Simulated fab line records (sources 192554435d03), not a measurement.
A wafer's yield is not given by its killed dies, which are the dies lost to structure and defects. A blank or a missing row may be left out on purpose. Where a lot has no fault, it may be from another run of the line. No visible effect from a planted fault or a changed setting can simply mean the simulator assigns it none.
Matching of chambers    flow n5 finfet    N5_SDB_ALD_29 on ald sin-04: 4 sister chambers
The step deposits SiNx, target thk 30 nm, pulse time 1 s, ald cycles 600. 14 wafers are shown with their chamber, then 7 later ones without.

== WAFERS WITH THEIR CHAMBER ==
wafer   chamber  heater power w (W)  precursor pulse height rel
L704.2  2        953                 1.007
L704.3  1        755                 1.023
L704.4  3        843                 0.964
L705.1  3        880                 0.997
L705.3  0        866                 1.013
L705.4  2        969                 0.989
L709.1  1        741                 1.000
L709.3  3        852                 1.031
L709.6  3        879                 1.003
L711.1  2        937                 1.007
L711.3  1        732                 1.010
L711.4  1        740                 1.003
L721.3  0        853                 0.990
L721.5  2        993                 0.995

SIGNATURES, as means of the wafers listed above
reading                     chamber 0  chamber 1  chamber 2  chamber 3  scatter within a chamber
heater power w              859.50     742.00     963.00     863.50     17.7
precursor pulse height rel  1.00150    1.00900    0.99950    0.99875    0.0176
Rule: for a wafer and a chamber, the distance is found by dividing, reading by reading, the gap between the wafer's reading and the chamber's mean by the reading's scatter, squaring, summing and taking the root. The wafer belongs to the nearest chamber; if the next one is less than 2 further off, it can't be placed. How the scatter is found: for the shown wafers, subtract from each reading the mean of its chamber, square and add these, divide the total by (wafers less chambers), then take the root.

== WAFERS WHOSE CHAMBER IS MISSING ==
wafer   heater power w (W)  precursor pulse height rel
L721.6  859                 0.963
L723.2  881                 0.973
L723.3  972                 1.015
L723.5  747                 0.992
L725.1  748                 0.990
L725.4  984                 0.982
L725.6  893                 1.027

== EACH ONE'S CHAMBER ==
wafer   from the rows above           in truth
L721.6  can't be placed: 3 or 0       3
L723.2  can't be placed: 3 or 0       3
L723.3  2                             2
L723.5  1                             1
L725.1  1                             1
L725.4  2                             2
L725.6  can't be placed: 3 or 0 or 2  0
Placed correctly: 4 of 7. Cannot be placed on the basis of these rows: 3; the candidates contain the true chamber in 3. 0 placed wrongly.
